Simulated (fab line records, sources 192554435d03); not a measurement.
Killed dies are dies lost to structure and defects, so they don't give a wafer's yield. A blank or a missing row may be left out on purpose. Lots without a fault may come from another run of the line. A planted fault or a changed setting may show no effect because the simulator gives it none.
Split-lot experiment | flow n5_finfet | 7 lots, 39 wafers read, on a route of 1938 steps

THE SPLIT
At N5_SD_EPI_P_EXPOSE_06 (exposes mask SD P BLK, target cd 240 nm), the setting dose_mj was moved away from the recipe's 39.5 on 12 of the 39 wafers read, by -7.4% to +2.7%. The other wafers ran this setting at the recipe's value.

FROM THE SPLIT TO THE READING: what the file shows between them, 2 steps
- N5_SD_EPI_P_PEB_07: peb time 60 s
- N5_SD_EPI_P_DEVELOP_08: develop time 30 s

THE READING
cd_nm, in nm, at N5_SD_EPI_P_CD_MEAS_09 (target cd 240 nm). Fault-free wafers of this fab line usually give 240.4 nm, standard deviation 0.8 nm.

wafer  | tool, chamber at the split | dose_mj as run | against the recipe | cd_nm, nm | against lot-mates on the recipe
L076.1 | arfi_scanner-03, 0         | 39.5           | recipe             | 240.5     | -
L076.2 | arfi_scanner-03, 0         | 39.5           | recipe             | 240.8     | -
L076.3 | arfi_scanner-03, 0         | 36.57          | -7.4%              | 235.1     | -5.3
L076.4 | arfi_scanner-03, 0         | 36.57          | -7.4%              | 235.6     | -4.8
L076.5 | arfi_scanner-03, 0         | 39.5           | recipe             | 240.0     | -
L076.6 | arfi_scanner-03, 0         | 36.57          | -7.4%              | 234.4     | -6.0
L078.1 | arfi_scanner-03, 0         | 39.5           | recipe             | 240.4     | -
L078.2 | arfi_scanner-03, 0         | 39.5           | recipe             | 239.8     | -
L078.3 | arfi_scanner-03, 0         | 39.5           | recipe             | 239.8     | -
L078.4 | arfi_scanner-03, 0         | 39.5           | recipe             | 240.3     | -
L078.5 | arfi_scanner-03, 0         | 39.5           | recipe             | 239.4     | -
L078.6 | arfi_scanner-03, 0         | 39.5           | recipe             | 240.0     | -
L079.1 | arfi_scanner-03, 0         | 39.5           | recipe             | 239.0     | -
L079.2 | arfi_scanner-03, 0         | 39.5           | recipe             | 238.5     | -
L079.3 | arfi_scanner-03, 0         | 40.56          | +2.7%              | 240.2     | +1.4
L079.4 | arfi_scanner-03, 0         | 40.56          | +2.7%              | 240.4     | +1.6
L079.5 | arfi_scanner-03, 0         | 40.56          | +2.7%              | 240.7     | +1.9
L079.6 | arfi_scanner-03, 0         | 39.5           | recipe             | 239.0     | -
L080.1 | arfi_scanner-01, 0         | 39.5           | recipe             | 241.5     | -
L080.2 | arfi_scanner-01, 0         | 39.5           | recipe             | 241.3     | -
L080.3 | arfi_scanner-01, 0         | 39.5           | recipe             | 240.9     | -
L080.4 | arfi_scanner-01, 0         | 39.5           | recipe             | 241.0     | -
L080.5 | arfi_scanner-01, 0         | 39.5           | recipe             | 242.4     | -
L080.6 | arfi_scanner-01, 0         | 39.5           | recipe             | 240.3     | -
L081.3 | arfi_scanner-03, 0         | 39.5           | recipe             | 240.9     | -
L081.4 | arfi_scanner-03, 0         | 39.5           | recipe             | 240.9     | -
L081.5 | arfi_scanner-03, 0         | 39.5           | recipe             | 240.9     | -
L084.1 | arfi_scanner-03, 0         | 39.5           | recipe             | 239.7     | -
L084.2 | arfi_scanner-03, 0         | 37.89          | -4.1%              | 236.1     | -4.2
L084.3 | arfi_scanner-03, 0         | 39.5           | recipe             | 241.5     | -
L084.4 | arfi_scanner-03, 0         | 39.5           | recipe             | 239.7     | -
L084.5 | arfi_scanner-03, 0         | 37.89          | -4.1%              | 238.2     | -2.1
L084.6 | arfi_scanner-03, 0         | 37.89          | -4.1%              | 237.5     | -2.8
L088.1 | arfi_scanner-01, 0         | 37.35          | -5.4%              | 236.9     | -3.6
L088.2 | arfi_scanner-01, 0         | 39.5           | recipe             | 239.7     | -
L088.3 | arfi_scanner-01, 0         | 39.5           | recipe             | 241.0     | -
L088.4 | arfi_scanner-01, 0         | 37.35          | -5.4%              | 237.5     | -3.0
L088.5 | arfi_scanner-01, 0         | 37.35          | -5.4%              | 237.2     | -3.3
L088.6 | arfi_scanner-01, 0         | 39.5           | recipe             | 240.8     | -

THE FIT
A straight line over all 39 wafers: cd_nm changes by +0.614 nm for each +1% of dose_mj; r = +0.87; the points scatter about the line by 0.94 nm.
The same after taking each lot's own level away (the mean of its wafers on the recipe; 39 wafers): +0.685 nm for each +1%; r = +0.96; scatter 0.55 nm.
On that fit, the largest move of dose_mj shifts the reading by 5.1 nm.
The lots' own levels span 238.83 to 241.23 nm, that is 3.0 times the standard deviation above.
So the lot-to-lot level changes the slope: the two fits differ.
Check: with one of the wafers moved furthest among these (-7.4%) left out of the fit, the line predicts -5.06 nm for it against its lot-mates. It came out at -5.33 nm against them.

THE WHOLE CHAIN: every reading that the file lists as answering this split, in the file's order
step                    | what it does                                                | reading                                                         | change (the file's fit)               | r (the file's)
N5_SD_EPI_P_CD_MEAS_09  | target cd 240 nm                                            | cd_nm                                                           | +0.689 nm for each +1% of the setting | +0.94
N5_SD_EPI_P_DESCUM_14   | chemistry O2, time 7.9 s                                    | SD_EPI_P.cd_nm (the simulator's own value, which no gauge read) | +0.669 nm for each +1% of the setting | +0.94
N5_SD_EPI_P_ETCH_36     | etches SiARC in CF4, target depth 45.5 nm, time 75.8 s      | SD_EPI_P.cd_nm (the simulator's own value, which no gauge read) | +0.676 nm for each +1% of the setting | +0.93
N5_SD_EPI_P_ETCH_37     | etches SOC in N2/H2, overetch 108 nm, time 486 s            | SD_EPI_P.cd_nm (the simulator's own value, which no gauge read) | +0.694 nm for each +1% of the setting | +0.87
N5_SD_EPI_P_ETCHBACK_46 | etches SiNx in CH3F/O2, stops on SiO2, target depth 17.5 nm | SD_EPI_P.cd_nm (the simulator's own value, which no gauge read) | +0.705 nm for each +1% of the setting | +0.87

THE FILE'S OWN FIT
cd_nm changes by +0.689 nm for each +1% of dose_mj, r = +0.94.
